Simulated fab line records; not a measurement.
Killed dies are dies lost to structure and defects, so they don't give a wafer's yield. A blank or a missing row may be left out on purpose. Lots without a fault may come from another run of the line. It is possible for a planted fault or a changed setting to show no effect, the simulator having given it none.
One fault through the eyes of 2 desks / flow nand harc / what lay behind the numbers comes last; until then each desk has only its own

== THE DEFECT DESK ==
Inspection counts along the route, by lot: the mean over sampled wafers that carry a number. If a lot's mean is further than 4 standard deviations from the usual mean, the lot is out of limits and carries the mark OUT (the distance appears in the brackets).
Columns: A = raw defect count at NHARC_A_BLC_INSPECT_12, usual 83; B = raw defect count at NHARC_A_BLC_INSPECT_28, usual 514; C = raw defect count at NHARC_A_M0_INSPECT_11, usual 82
lot=L783; first seen here=day 22 13:14; A=73; B=524; C=70
lot=L784; first seen here=day 23 08:49; A=99; B=585; C=97
lot=L788; first seen here=day 23 20:09; A=62; B=614; C=65
lot=L787; first seen here=day 24 00:53; A=76; B=406; C=78
lot=L789; first seen here=day 25 04:43; A=73; B=474; C=72
lot=L790; first seen here=day 25 10:47; A=125; B=596; C=126
lot=L795; first seen here=day 27 20:05; A=136; B=953 (+4.4) OUT; C=524 (+13) OUT
lot=L800; first seen here=day 29 19:13; A=100; B=530; C=104
lot=L803; first seen here=day 30 23:07; A=36; B=540; C=37
lot=L805; first seen here=day 31 11:48; A=41; B=424; C=40
lot=L806; first seen here=day 32 19:05; A=107; B=544; C=107
This desk's verdict: out of limits on L795, starting with L795 at day 27 23:06 (raw defect count at NHARC_A_BLC_INSPECT_28). Within limits: L783, L784, L788, L787, L789, L790, L800, L803, L805, L806.

== THE TOOL OWNER'S DESK: cmp-02 ==
The tool's own readings at NHARC_A_BLC_CMP_25 (polishes, t overpolish 30 s, target thk 150 nm): means of the sampled wafers that have a number, for each lot that ran on this tool. If a lot's mean is further than 4 standard deviations from the usual mean, the lot is out of limits and carries the mark OUT (the distance appears in the brackets).
Columns: A = motor current A at NHARC_A_BLC_CMP_25, usual 13.1 A; B = overpolish run s at NHARC_A_BLC_CMP_25, usual 29.999 s; C = slurry flow ml min at NHARC_A_BLC_CMP_25, usual 150.0; D = time to endpoint s at NHARC_A_BLC_CMP_25, usual 29.9 s
lot=L783; first seen here=day 22 15:54; A=13.6; B=29.994; C=149.7; D=34.0
lot=L788; first seen here=day 23 22:47; A=14.1; B=30.007; C=150.3; D=27.6
lot=L789; first seen here=day 25 07:20; A=13.5; B=29.995; C=149.8; D=26.5
lot=L790; first seen here=day 25 13:35; A=13.4; B=29.997; C=149.9; D=31.5
lot=L795; first seen here=day 27 22:43; A=13.2; B=29.996; C=149.5; D=30.4
This desk found nothing out of limits on any of the 5 lots.

== ALL TOGETHER ==
The defect desk could have raised an alarm at day 27 23:06, on L795.
Nothing out of limits was seen by the tool owner's desk.
Tool owner's desk: L795 on record, inside its limits.
On cmp-02, each named lot ran NHARC_A_BLC_CMP_25.

== WHAT HAD BEEN PUT IN BY THE SIMULATOR ==
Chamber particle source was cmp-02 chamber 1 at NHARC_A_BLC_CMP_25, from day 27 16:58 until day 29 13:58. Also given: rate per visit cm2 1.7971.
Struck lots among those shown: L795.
Hours from the fault's start to each desk's first reading out of limits: the defect desk, 6.
